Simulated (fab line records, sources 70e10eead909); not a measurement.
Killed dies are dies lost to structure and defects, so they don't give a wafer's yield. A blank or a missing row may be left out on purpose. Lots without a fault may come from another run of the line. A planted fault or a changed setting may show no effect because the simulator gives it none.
Which tool did it? | flow nand_harc | 12 lots, 36 wafers sampled, at 1 step of a route of 1302

WHAT THE GAUGES READ, wafer by wafer
NHARC_A_ONON_D2_THK_MEAS_08: measures by ellipsometry.
lot  | measured     | on            | thk_nm (nm)
L075 | day 13 09:07 | film_metro-02 | 1017 1017 1016
L077 | day 13 23:29 | film_metro-02 | 1000 1001 1002
L079 | day 14 03:28 | film_metro-01 | 990 991 989
L082 | day 15 16:40 | film_metro-01 | 988 988 987
L083 | day 16 00:19 | film_metro-01 | 1000 998 998
L085 | day 17 09:17 | film_metro-01 | 1004 1002 1003
L086 | day 17 22:22 | film_metro-01 | 1003 1003 1005
L088 | day 18 14:17 | film_metro-01 | 995 994 994
L092 | day 19 15:16 | film_metro-01 | 1020 1022 1021
L093 | day 20 06:25 | film_metro-01 | 1000 1001 999
L095 | day 21 09:59 | film_metro-02 | 980 979 981
L097 | day 22 11:16 | film_metro-02 | 984 985 985

WHICH TOOL RAN EACH LOT (tool, then ch and the chambers of the sampled wafers, then the start)
The record holds no process step before these readings.

THE ANSWER, worked out from the rows above alone
Rule: what is usual is taken from the lots themselves. Put in order of their means at a reading, lots are off if they are a third of the lots or fewer, leave a main group of 4 or more, and stand apart from it by a gap of 3 or more times the standard deviation of the main group's means; of several such gaps the widest counts. A main group whose means are all the same, to the digits that the tables above print for the reading, isn't used. A lot without any number at a reading at which 4 lots or more have one is off too. The other lots that the step has rows for count as sound.
No lot is off at any reading shown: from this, nothing can be told.

WHAT THE SIMULATOR HAD PUT IN
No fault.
